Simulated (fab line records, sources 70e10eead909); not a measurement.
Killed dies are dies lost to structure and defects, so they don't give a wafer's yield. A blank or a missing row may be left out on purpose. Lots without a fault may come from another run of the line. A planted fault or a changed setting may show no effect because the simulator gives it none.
Chamber matching | flow nand_harc | NHARC_A_STAIRCASE_CMP_152 on cmp-01: 4 sister chambers
The step polishes. 24 wafers are shown with their chamber, then 12 later ones without.

WAFERS WITH THEIR CHAMBER
wafer  | chamber | motor_current_A (A) | edge_zone_pressure_frac
L074.3 | 0       | 11.6                | 0.998
L074.4 | 2       | 12.5                | 1.003
L074.5 | 1       | 12.1                | 1.005
L076.2 | 2       | 11.8                | 1.002
L076.5 | 3       | 12.3                | 1.003
L076.6 | 2       | 12.1                | 1.004
L078.3 | 1       | 11.9                | 1.005
L078.5 | 0       | 11.7                | 1.001
L078.6 | 1       | 12.3                | 1.002
L079.4 | 1       | 12.3                | 1.001
L079.5 | 2       | 12.1                | 1.000
L079.6 | 3       | 12.2                | 1.006
L080.3 | 3       | 12.6                | 0.995
L080.4 | 1       | 11.9                | 1.000
L080.6 | 1       | 11.3                | 1.001
L083.1 | 0       | 12.2                | 0.997
L083.3 | 2       | 11.9                | 0.992
L083.6 | 3       | 12.3                | 0.992
L084.1 | 1       | 11.7                | 1.005
L084.2 | 2       | 12.2                | 0.989
L084.5 | 0       | 11.7                | 0.997
L087.3 | 2       | 12.6                | 1.001
L087.4 | 1       | 12.0                | 0.999
L087.6 | 0       | 11.3                | 0.993

SIGNATURES (means of the wafers above)
reading                 | chamber 0 | chamber 1 | chamber 2 | chamber 3 | scatter within a chamber
motor_current_A         | 11.700    | 11.938    | 12.171    | 12.350    | 0.299
edge_zone_pressure_frac | 0.99720   | 1.00225   | 0.99871   | 0.99900   | 0.00452
Rule: a wafer's distance from a chamber is the root of the sum, over the readings, of the square of ((its reading less the chamber's mean) divided by the reading's scatter). The wafer belongs to the nearest chamber; if the next one is less than 2 further off, it can't be placed. The scatter: the root of (the sum of the squares of (reading less its chamber's mean) over the shown wafers, divided by (wafers less chambers)).

WAFERS WITHOUT THEIR CHAMBER
wafer  | motor_current_A (A) | edge_zone_pressure_frac
L092.1 | 12.4                | 0.994
L092.2 | 12.1                | 1.003
L092.3 | 12.5                | 0.996
L093.1 | 12.6                | 1.001
L093.4 | 13.4                | 0.997
L093.5 | 13.1                | 1.002
L094.3 | 12.1                | 1.003
L094.5 | 11.9                | 1.003
L094.6 | 11.9                | 0.993
L095.2 | 11.8                | 1.007
L095.4 | 12.4                | 1.003
L095.6 | 12.5                | 0.993

WHICH CHAMBER EACH WENT THROUGH
wafer  | from the rows above               | in truth
L092.1 | can't be placed: 3 or 2 or 1 or 0 | 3
L092.2 | can't be placed: 1 or 2 or 3 or 0 | 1
L092.3 | can't be placed: 3 or 2 or 1 or 0 | 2
L093.1 | can't be placed: 3 or 2 or 1      | 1
L093.4 | can't be placed: 3 or 2 or 1      | 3
L093.5 | can't be placed: 3 or 2 or 1      | 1
L094.3 | can't be placed: 1 or 2 or 3 or 0 | 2
L094.5 | can't be placed: 1 or 2 or 0 or 3 | 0
L094.6 | can't be placed: 0 or 2 or 3 or 1 | 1
L095.2 | can't be placed: 1 or 0 or 2 or 3 | 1
L095.4 | can't be placed: 3 or 2 or 1 or 0 | 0
L095.6 | can't be placed: 3 or 2 or 1 or 0 | 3
Placed correctly: 0 of 12. Can't be placed from these rows: 12 (the true chamber is among the candidates in 12). Placed wrongly: 0.
